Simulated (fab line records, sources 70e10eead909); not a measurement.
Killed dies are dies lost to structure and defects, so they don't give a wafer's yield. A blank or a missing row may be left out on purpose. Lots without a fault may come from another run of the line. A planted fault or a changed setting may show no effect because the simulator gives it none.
Chamber matching | flow nand_harc | NHARC_A_M1_DESCUM_14 on rie_diel-11: 4 sister chambers
The step chemistry O2, time 3 s. 8 wafers are shown with their chamber, then 9 later ones without.

WAFERS WITH THEIR CHAMBER
wafer  | chamber | showerhead_plenum_p_Torr (Torr) | drypump_motor_current_A (A)
L937.2 | 3       | 1.96                            | 5.9
L939.3 | 3       | 1.97                            | 5.9
L939.6 | 0       | 2.03                            | 6.1
L940.2 | 0       | 2.03                            | 6.0
L940.4 | 1       | 1.90                            | 5.0
L945.1 | 1       | 1.90                            | 5.0
L945.4 | 2       | 1.98                            | 5.6
L945.6 | 2       | 1.98                            | 5.6

WAFERS WITHOUT THEIR CHAMBER
wafer  | showerhead_plenum_p_Torr (Torr) | drypump_motor_current_A (A)
L946.1 | 1.96                            | 6.0
L946.2 | 2.03                            | 6.1
L946.6 | 1.90                            | 5.0
L948.3 | 1.90                            | 5.0
L948.5 | 2.03                            | 6.1
L948.6 | 1.96                            | 5.9
L949.2 | 1.90                            | 5.0
L949.3 | 1.96                            | 5.9
L949.5 | 2.03                            | 6.1

WHICH CHAMBER EACH WENT THROUGH
wafer  | from the rows above | in truth
L946.1 | 3                   | 3
L946.2 | 0                   | 0
L946.6 | 1                   | 1
L948.3 | 1                   | 1
L948.5 | 0                   | 0
L948.6 | 3                   | 3
L949.2 | 1                   | 1
L949.3 | 3                   | 3
L949.5 | 0                   | 0
Placed correctly: 9 of 9. Can't be placed from these rows: 0. Placed wrongly: 0.
How it was worked out, from the rows above alone: a wafer's distance from a chamber is the root of the sum, over the readings, of the square of ((its reading less the chamber's mean) divided by the reading's scatter). The wafer belongs to the nearest chamber; if the next one is less than 2 further off, it can't be placed. A chamber's mean is the mean of its shown wafers. The scatter: the root of (the sum of the squares of (reading less its chamber's mean) over the shown wafers, divided by (wafers less chambers)).
